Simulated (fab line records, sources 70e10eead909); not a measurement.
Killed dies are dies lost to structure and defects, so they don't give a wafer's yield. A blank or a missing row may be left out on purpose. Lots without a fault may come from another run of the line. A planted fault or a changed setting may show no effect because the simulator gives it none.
A struck lot beside a sound one | flow nand_harc | 14 steps out of a route of 1302
Sound: wafers L148.1, L148.3, L148.4. Struck: wafer L139.4. The cause comes at the end.
At each step with rows: each side's tool, then ch and its chambers, then its first start. Under that, the readings that differ: sound wafers | struck wafers | difference of the means | sigmas: that difference in standard deviations of wafers without a fault.
alike: readings whose means differ by less than 2 such deviations, and words and numbers that are the same on both sides. not compared: withheld readings, readings that some wafer has no value for, bounds like >300 that may hide the same value, and numbers for which the record gives no deviation and whose values overlap.
The two part at a step that has a row with sigmas, a row that says differs or no value, or rows on one side only. Numbers that don't overlap but have no deviation are shown without sigmas and don't part them. A reading that every wafer of one side lacks parts them only if that side has two wafers or more.

NHARC_A_ONON_D2_THK_MEAS_08: measures by ellipsometry.
  sound on film_metro-02, day 19 16:51; struck on film_metro-02, day 15 13:40
  alike: thk_nm
then, 1 step without rows for these wafers: NHARC_A_ONON_D2_DEP_09 (target thk 1000 nm).
NHARC_A_ONON_D2_THK_MEAS_11: measures by ellipsometry.
  sound on film_metro-02, day 19 17:25; struck on film_metro-02, day 15 14:14
  alike: thk_nm
then, 1 step without rows for these wafers: NHARC_A_ONON_D2_DEP_12 (target thk 1000 nm).
NHARC_A_ONON_D2_THK_MEAS_14: measures by ellipsometry.
  sound on film_metro-02, day 19 17:59; struck on film_metro-02, day 15 14:47
  alike: thk_nm
then, 2 steps without rows for these wafers: NHARC_A_ONON_D2_ANNEAL_15 (time 3600 s); NHARC_A_ONON_D2_DEP_16 (target thk 1000 nm).
NHARC_A_ONON_D2_THK_MEAS_18: measures by ellipsometry.
  sound on film_metro-02, day 20 01:22; struck on film_metro-02, day 15 23:57
  alike: thk_nm
then, 1 step without rows for these wafers: NHARC_A_ONON_D2_DEP_19 (target thk 1000 nm).
NHARC_A_ONON_D2_THK_MEAS_21: measures by ellipsometry.
  sound on film_metro-02, day 20 01:55; struck on film_metro-02, day 16 00:31
  alike: thk_nm
then, 1 step without rows for these wafers: NHARC_A_ONON_D2_DEP_22 (target thk 1000 nm).
NHARC_A_ONON_D2_THK_MEAS_24: measures by ellipsometry.
  sound on film_metro-02, day 20 02:29; struck on film_metro-02, day 16 01:05
  alike: thk_nm
NHARC_A_ONON_D2_DEP_25: target thk 1000 nm.
  sound on pecvd_onon-03 ch 0, day 20 02:32; struck on pecvd_onon-03 ch 0, day 16 01:19
  alike: nh3_flow_sccm
NHARC_A_ONON_D2_THK_MEAS_27: measures by ellipsometry.
  sound on film_metro-02, day 20 03:04; struck on film_metro-02, day 16 01:49
  reading     | sound       | struck | difference | sigmas
  thk_nm (nm) | 971 971 971 | 945    | -26        | -2
  not compared: hold

WHERE THEY PART
Only at NHARC_A_ONON_D2_THK_MEAS_27, within this record.

WHY: what the simulator had put in
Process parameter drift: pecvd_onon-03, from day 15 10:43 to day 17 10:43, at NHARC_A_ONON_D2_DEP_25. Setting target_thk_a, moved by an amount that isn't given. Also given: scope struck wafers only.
